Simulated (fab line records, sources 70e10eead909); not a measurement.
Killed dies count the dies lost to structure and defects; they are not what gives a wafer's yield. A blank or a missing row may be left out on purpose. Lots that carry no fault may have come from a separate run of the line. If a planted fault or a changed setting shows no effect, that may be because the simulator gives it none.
Matching of chambers | flow nand harc | 3 sister chambers for NHARC_P_M0_PRE_CLEAN_31 on pecvd-03
The step time 12 s. 16 wafers are shown with their chamber, then 8 later ones without.

== EACH WAFER AND ITS CHAMBER ==
wafer  | chamber | heater power w (W) | heater power outer w (W) | susceptor temp C (C)
L078.1 | 1       | 587                | 318                      | 370.22
L078.4 | 0       | 709                | 395                      | 369.82
L078.5 | 2       | 603                | 319                      | 369.85
L079.1 | 1       | 549                | 297                      | 369.66
L079.3 | 0       | 652                | 358                      | 369.79
L079.5 | 2       | 639                | 340                      | 369.83
L080.4 | 0       | 681                | 377                      | 369.93
L080.5 | 2       | 582                | 298                      | 369.58
L080.6 | 1       | 544                | 285                      | 369.74
L084.1 | 2       | 555                | 269                      | 369.96
L084.3 | 1       | 575                | 319                      | 369.91
L084.6 | 0       | 640                | 330                      | 370.07
L088.3 | 2       | 632                | 328                      | 369.74
L088.5 | 1       | 534                | 290                      | 369.93
L088.6 | 0       | 665                | 334                      | 370.00
L093.1 | 2       | 576                | 306                      | 369.89

SIGNATURES (means of the wafers above)
reading              | chamber 0 | chamber 1 | chamber 2 | scatter within a chamber
heater power w       | 669.40    | 557.80    | 597.83    | 28.2
heater power outer w | 358.80    | 301.80    | 310.00    | 23.6
susceptor temp C     | 369.9220  | 369.8920  | 369.8083  | 0.16
Rule: for a wafer and a chamber, the distance is found by dividing, reading by reading, the gap between the wafer's reading and the chamber's mean by the reading's scatter, squaring, summing and taking the root. If the next closest chamber is less than 2 further off than the closest, the wafer can't be placed; otherwise it belongs to the closest. The scatter: take each reading less its chamber's mean, square it, sum over the shown wafers, divide by the number of wafers less the number of chambers, and take the root.

== WAFERS WITHOUT THEIR CHAMBER ==
wafer  | heater power w (W) | heater power outer w (W) | susceptor temp C (C)
L093.3 | 557                | 301                      | 369.79
L093.5 | 587                | 291                      | 370.14
L094.2 | 587                | 320                      | 370.07
L094.3 | 677                | 358                      | 369.93
L094.4 | 580                | 322                      | 369.84
L096.4 | 615                | 328                      | 369.97
L096.5 | 583                | 318                      | 369.75
L096.6 | 699                | 368                      | 370.10

== WHICH CHAMBER EACH WENT THROUGH ==
wafer  | from the rows above          | in truth
L093.3 | can't be placed: 1 or 2      | 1
L093.5 | can't be placed: 1 or 2      | 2
L094.2 | can't be placed: 1 or 2 or 0 | 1
L094.3 | 0                            | 0
L094.4 | can't be placed: 2 or 1      | 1
L096.4 | can't be placed: 2 or 0 or 1 | 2
L096.5 | can't be placed: 2 or 1      | 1
L096.6 | 0                            | 0
2 of 8 placed correctly. Not placeable from these rows: 6 (in 6, the candidates include the true chamber). Wrongly placed: 0.
